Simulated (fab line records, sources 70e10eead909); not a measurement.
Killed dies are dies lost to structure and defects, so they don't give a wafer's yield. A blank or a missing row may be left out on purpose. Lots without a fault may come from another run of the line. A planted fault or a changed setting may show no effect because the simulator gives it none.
Which tool did it? | flow nand_harc | 6 lots, 18 wafers sampled, at 2 steps of a route of 1159

WHAT THE GAUGES READ, wafer by wafer
NHARC_P_GATE_INSPECT_28.
lot  | measured    | on                | raw_defect_count
L428 | day 5 12:14 | defect_inspect-01 | 6 8 14
L431 | day 5 23:56 | defect_inspect-02 | 335 323 310
L441 | day 8 17:08 | defect_inspect-01 | 5 5 4
L443 | day 9 00:11 | defect_inspect-02 | 8 7 3
L445 | day 9 05:28 | defect_inspect-01 | 4 10 8
L447 | day 9 20:36 | defect_inspect-02 | 7 4 9

WHICH TOOL RAN EACH LOT (tool, then ch and the chambers of the sampled wafers, then the start)
lot  | NHARC_P_GATE_OXIDE_02
L428 | furnace-03 ch 0, day 4 16:13
L431 | furnace-03 ch 0, day 5 03:07
L441 | furnace-06 ch 0, day 7 20:16
L443 | furnace-05 ch 0, day 8 04:14
L445 | furnace-03 ch 0, day 8 10:41
L447 | furnace-06 ch 0, day 9 01:33
- NHARC_P_GATE_OXIDE_02: material SiO2, target thk 37.5 nm, ox time 365 s.

THE ANSWER, worked out from the rows above alone
Rule: what is usual is taken from the lots themselves. Put in order of their means at a reading, lots are off if they are a third of the lots or fewer, leave a main group of 4 or more, and stand apart from it by a gap of 3 or more times the standard deviation of the main group's means; of several such gaps the widest counts. A main group whose means are all the same, to the digits that the tables above print for the reading, isn't used. A lot without any number at a reading at which 4 lots or more have one is off too. The other lots that the step has rows for count as sound.
Off: L431, at NHARC_P_GATE_INSPECT_28 (raw_defect_count). The main group: mean 7, standard deviation 1.5.
A tool fits if, at a process step before that reading, it ran every lot that is off, and no sound lot after the first of them. The gauges at NHARC_P_GATE_INSPECT_28 are tried like those tools. None of those tried fits.

WHAT THE SIMULATOR HAD PUT IN
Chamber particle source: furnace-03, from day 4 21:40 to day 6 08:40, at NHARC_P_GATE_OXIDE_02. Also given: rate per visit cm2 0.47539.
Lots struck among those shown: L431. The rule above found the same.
